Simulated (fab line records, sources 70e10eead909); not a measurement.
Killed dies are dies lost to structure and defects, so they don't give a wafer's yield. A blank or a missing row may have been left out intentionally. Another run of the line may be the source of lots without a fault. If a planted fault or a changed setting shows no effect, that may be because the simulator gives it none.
Which tool is to blame? | flow nand harc | 39 wafers from 13 lots sampled at 2 of the route's 1302 steps

WHAT EACH GAUGE READ, for each wafer
NHARC_A_CHANNEL_HOLE_D1_CD_MEAS_30. Usual: cd nm at 89.9 nm, with a standard deviation of 1.3.
lot  | measured     | on        | cd nm (nm)     | flag
L744 | day 9 10:52  | cd sem-02 | 89.7 88.4 89.9 |
L745 | day 9 18:32  | cd sem-03 | 88.9 88.0 89.4 |
L755 | day 13 14:51 | cd sem-01 | 87.5 88.1 89.2 |
L756 | day 14 13:18 | cd sem-03 | 89.1 89.6 88.7 |
L758 | day 15 01:25 | cd sem-02 | 89.0 89.7 90.5 |
L759 | day 15 21:17 | cd sem-03 | 90.2 88.9 88.4 |
L760 | day 15 21:33 | cd sem-02 | 91.3 92.5 91.2 |
L761 | day 16 11:42 | cd sem-02 | 90.1 91.2 91.8 |
L762 | day 17 04:46 | cd sem-02 | 89.7 92.5 91.5 |
L763 | day 17 08:56 | cd sem-02 | 91.1 90.8 90.2 |
L764 | day 17 20:33 | cd sem-02 | 90.2 91.2 91.0 |
L765 | day 18 08:02 | cd sem-03 | 88.4 88.6 90.7 |
L766 | day 18 15:16 | cd sem-03 | 88.3 88.9 89.2 |

NHARC_A_CHANNEL_HOLE_D1_INSPECT_40. Usual: raw defect count at 70, with a standard deviation of 24.
lot  | measured     | on                | raw defect count | flag
L744 | day 9 11:03  | defect inspect-01 | 45 70 60         |
L745 | day 9 18:43  | defect inspect-02 | 94 120 119       |
L755 | day 13 15:02 | defect inspect-02 | 58 55 66         |
L756 | day 14 13:29 | defect inspect-01 | 80 81 88         |
L758 | day 15 01:36 | defect inspect-02 | 80 78 65         |
L759 | day 15 21:28 | defect inspect-01 | 93 101 86        |
L760 | day 15 21:44 | defect inspect-01 | 58 59 58         |
L761 | day 16 11:53 | defect inspect-01 | 56 58 57         |
L762 | day 17 04:57 | defect inspect-02 | 65 48 51         |
L763 | day 17 09:07 | defect inspect-02 | 76 96 70         |
L764 | day 17 20:44 | defect inspect-01 | 41 55 40         |
L765 | day 18 08:13 | defect inspect-01 | 69 65 79         |
L766 | day 18 15:28 | defect inspect-01 | 51 59 73         |

WHAT TOOL EACH LOT RAN ON (gives the tool, then ch and the chambers of the sampled wafers, and finally the start)
The record shows no process step preceding these readings.

AS READ BY THE TOOLS THEMSELVES (means over the sampled wafers that have a number; for cases with no such wafer, the mark the record gives instead)
The record holds no such reading with a usual standard deviation.

THE ANSWER, worked out from the rows above alone
Rule: lot off if the mean of its wafers having a number is beyond 3 standard deviations from the usual mean. Also off: a lot with no number at a reading for which 4 or more lots have one. The other lots that the step has rows for count as sound. The gauges are gone through in route order, then the tools' own readings, and for those a lot's mean is taken as printed above. At the first step where some lot is off, the reading lying furthest off is the one used; lots without a number count as furthest.
None of the lots is off at any reading shown; this tells nothing.

WHAT THE SIMULATOR HAD PUT IN
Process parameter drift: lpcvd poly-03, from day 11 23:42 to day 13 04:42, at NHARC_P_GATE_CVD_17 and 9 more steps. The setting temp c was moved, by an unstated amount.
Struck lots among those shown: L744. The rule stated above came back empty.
